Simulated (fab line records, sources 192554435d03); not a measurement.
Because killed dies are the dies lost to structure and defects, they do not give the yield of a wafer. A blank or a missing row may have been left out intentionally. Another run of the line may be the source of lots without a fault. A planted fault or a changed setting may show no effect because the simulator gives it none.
Chamber matching + flow n5Finfet + N5_DUMMY_GATE_HM_OPEN_21 on rieDiel-03: 4 sister chambers
The step chemistry CH3F/O2, target SiNx, target depth 120 nm, time 171.4 s. 14 wafers are shown with their chamber, then 7 later ones without.

WAFERS, EACH WITH ITS CHAMBER
| wafer  | chamber | showerheadPlenumPTorr (Torr) | oesProductAu (a.u.) | oes_o_777_au (a.u.) |
|--------|---------|------------------------------|---------------------|---------------------|
| L077.1 | 0       | 1.90                         | 0.70                | 0.70                |
| L077.3 | 1       | 2.01                         | 0.76                | 0.76                |
| L077.6 | 2       | 2.05                         | 0.86                | 0.88                |
| L079.1 | 3       | 2.00                         | 0.89                | 0.92                |
| L079.3 | 2       | 2.05                         | 0.85                | 0.86                |
| L079.4 | 1       | 2.00                         | 0.75                | 0.76                |
| L080.3 | 0       | 1.90                         | 0.70                | 0.70                |
| L080.4 | 3       | 2.00                         | 0.88                | 0.90                |
| L080.5 | 0       | 1.90                         | 0.70                | 0.70                |
| L082.2 | 1       | 2.00                         | 0.75                | 0.75                |
| L082.3 | 2       | 2.05                         | 0.86                | 0.86                |
| L082.6 | 1       | 2.00                         | 0.75                | 0.75                |
| L084.1 | 2       | 2.05                         | 0.84                | 0.86                |
| L084.4 | 3       | 2.00                         | 0.87                | 0.89                |

SIGNATURES, as means of the wafers listed above
| reading               | chamber 0 | chamber 1 | chamber 2 | chamber 3 | scatter within a chamber |
|-----------------------|-----------|-----------|-----------|-----------|--------------------------|
| showerheadPlenumPTorr | 1.9000    | 2.0025    | 2.0500    | 2.0000    | 0.00274                  |
| oesProductAu          | 0.7000    | 0.7525    | 0.8525    | 0.8800    | 0.00742                  |
| oes_o_777_au          | 0.7000    | 0.7550    | 0.8650    | 0.9033    | 0.00931                  |
Rule: a wafer's distance from a chamber is the root of the sum, over the readings, of the square of ((its reading less the chamber's mean) divided by the reading's scatter). The wafer belongs to the nearest chamber; if the next one is less than 2 further off, it can't be placed. The scatter: the root of (the sum of the squares of (reading less its chamber's mean) over the shown wafers, divided by (wafers less chambers)).

WAFERS WHOSE CHAMBER IS MISSING
| wafer  | showerheadPlenumPTorr (Torr) | oesProductAu (a.u.) | oes_o_777_au (a.u.) |
|--------|------------------------------|---------------------|---------------------|
| L084.6 | 2.05                         | 0.85                | 0.86                |
| L086.1 | 2.00                         | 0.74                | 0.74                |
| L086.2 | 2.00                         | 0.85                | 0.88                |
| L086.3 | 2.05                         | 0.83                | 0.85                |
| L087.1 | 2.00                         | 0.74                | 0.74                |
| L087.2 | 1.99                         | 0.85                | 0.88                |
| L087.4 | 2.15                         | 0.97                | 0.97                |

THE CHAMBER EACH PASSED THROUGH
| wafer  | from the rows above | in truth                   |
|--------|---------------------|----------------------------|
| L084.6 | 2                   | 2                          |
| L086.1 | 1                   | 1                          |
| L086.2 | 3                   | 3                          |
| L086.3 | 2                   | 2                          |
| L087.1 | 1                   | 1                          |
| L087.2 | 3                   | 3                          |
| L087.4 | 2                   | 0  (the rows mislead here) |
6 of 7 placed correctly. Number that these rows cannot place: 0. Placed wrongly: 1.
